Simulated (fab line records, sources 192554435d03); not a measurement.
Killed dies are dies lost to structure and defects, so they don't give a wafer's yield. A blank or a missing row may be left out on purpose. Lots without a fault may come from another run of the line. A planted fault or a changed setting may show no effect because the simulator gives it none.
Chamber matching | flow n5_finfet | N5_BEOL_M14_ETCH_67 on rie_diel-03: 4 sister chambers
The step etches SiARC in CF4, target depth 143 nm, time 238.3 s. 8 wafers are shown with their chamber, then 10 later ones without.

WAFERS WITH THEIR CHAMBER
wafer  | chamber | drypump_motor_current_A (A) | throttle_valve_pct (%)
L078.3 | 0       | 5.4                         | 15.27
L082.5 | 3       | 6.0                         | 15.57
L080.6 | 1       | 6.2                         | 15.05
L088.1 | 1       | 6.1                         | 15.05
L088.3 | 2       | 5.6                         | 15.89
L088.5 | 0       | 5.4                         | 15.31
L089.1 | 3       | 6.0                         | 15.61
L089.2 | 2       | 5.6                         | 15.92

WAFERS WITHOUT THEIR CHAMBER
wafer  | drypump_motor_current_A (A) | throttle_valve_pct (%)
L089.6 | 6.0                         | 15.61
L092.1 | 6.0                         | 15.61
L092.3 | 6.2                         | 15.09
L092.4 | 5.4                         | 15.31
L097.4 | 5.6                         | 15.95
L097.5 | 5.6                         | 15.94
L097.6 | 6.2                         | 15.10
L096.1 | 5.6                         | 15.95
L096.5 | 5.6                         | 15.95
L096.6 | 6.2                         | 15.11

WHICH CHAMBER EACH WENT THROUGH
wafer  | from the rows above | in truth
L089.6 | 3                   | 3
L092.1 | 3                   | 3
L092.3 | 1                   | 1
L092.4 | 0                   | 0
L097.4 | 2                   | 2
L097.5 | 2                   | 2
L097.6 | 1                   | 1
L096.1 | 2                   | 2
L096.5 | 2                   | 2
L096.6 | 1                   | 1
Placed correctly: 10 of 10. Can't be placed from these rows: 0. Placed wrongly: 0.
How it was worked out, from the rows above alone: a wafer's distance from a chamber is the root of the sum, over the readings, of the square of ((its reading less the chamber's mean) divided by the reading's scatter). The wafer belongs to the nearest chamber; if the next one is less than 2 further off, it can't be placed. A chamber's mean is the mean of its shown wafers. The scatter: the root of (the sum of the squares of (reading less its chamber's mean) over the shown wafers, divided by (wafers less chambers)).
